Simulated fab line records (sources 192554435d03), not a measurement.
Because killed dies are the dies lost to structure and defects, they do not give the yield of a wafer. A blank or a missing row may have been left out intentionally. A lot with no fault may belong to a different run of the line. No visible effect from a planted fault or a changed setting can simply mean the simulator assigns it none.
Matching of chambers	flow n5 finfet	cmp-04 running N5_GATE_CUT_CMP_43: 4 sister chambers
The step polishes SiO2. 18 wafers are shown with their chamber, then 9 later ones without.

WAFERS WITH THEIR CHAMBER
wafer	chamber	motor current A (A)	retaining ring pressure frac	slurry flow ml min
L075.1	0	11.3	1.002	150.2
L075.2	3	11.1	1.001	150.5
L075.4	1	10.1	0.992	150.4
L076.1	0	11.5	0.997	150.1
L076.2	2	13.4	0.996	150.0
L076.4	3	10.8	1.003	149.8
L078.1	2	14.1	1.012	150.3
L078.2	0	11.6	1.001	150.6
L078.3	3	11.1	1.004	149.8
L080.2	0	11.7	0.996	149.5
L080.5	0	11.2	1.001	149.9
L080.6	3	11.5	0.995	149.9
L086.2	1	10.4	0.999	150.7
L086.5	1	10.1	0.997	150.3
L086.6	0	11.4	1.003	150.0
L088.1	0	11.4	1.000	150.4
L088.3	3	11.6	0.998	150.9
L088.4	1	9.9	1.003	150.1

SIGNATURES (averages over the wafers above)
reading	chamber 0	chamber 1	chamber 2	chamber 3	scatter within a chamber
motor current A	11.443	10.125	13.750	11.220	0.264
retaining ring pressure frac	1.00000	0.99775	1.00400	1.00020	0.00452
slurry flow ml min	150.100	150.375	150.150	150.180	0.376
Rule: distance of a wafer from a chamber = root of the sum over the readings of ((wafer's reading minus chamber's mean) / reading's scatter) squared. The wafer belongs to the nearest chamber; if the next one is less than 2 further off, it can't be placed. The scatter is the square root of a quotient: the sum, over the shown wafers, of each reading's squared deviation from its chamber's mean, divided by wafers minus chambers.

WAFERS WHOSE CHAMBER IS MISSING
wafer	motor current A (A)	retaining ring pressure frac	slurry flow ml min
L092.1	11.7	0.995	149.5
L092.2	13.6	0.995	150.2
L092.3	10.3	0.998	150.3
L095.1	11.1	1.001	149.4
L095.4	14.2	1.005	150.5
L095.6	11.5	1.002	150.6
L097.3	10.2	1.003	150.3
L097.4	11.7	0.994	149.9
L097.5	11.2	1.004	149.9

EACH ONE'S CHAMBER
wafer	from the rows above	in truth
L092.1	can't be placed: 0 or 3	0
L092.2	2	2
L092.3	1	1
L095.1	can't be placed: 3 or 0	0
L095.4	2	2
L095.6	can't be placed: 0 or 3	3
L097.3	1	1
L097.4	can't be placed: 0 or 3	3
L097.5	can't be placed: 3 or 0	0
Correctly placed: 4 of 9. From these rows, 5 cannot be placed; in 5 the true chamber is one of the candidates. Placed wrongly: 0.
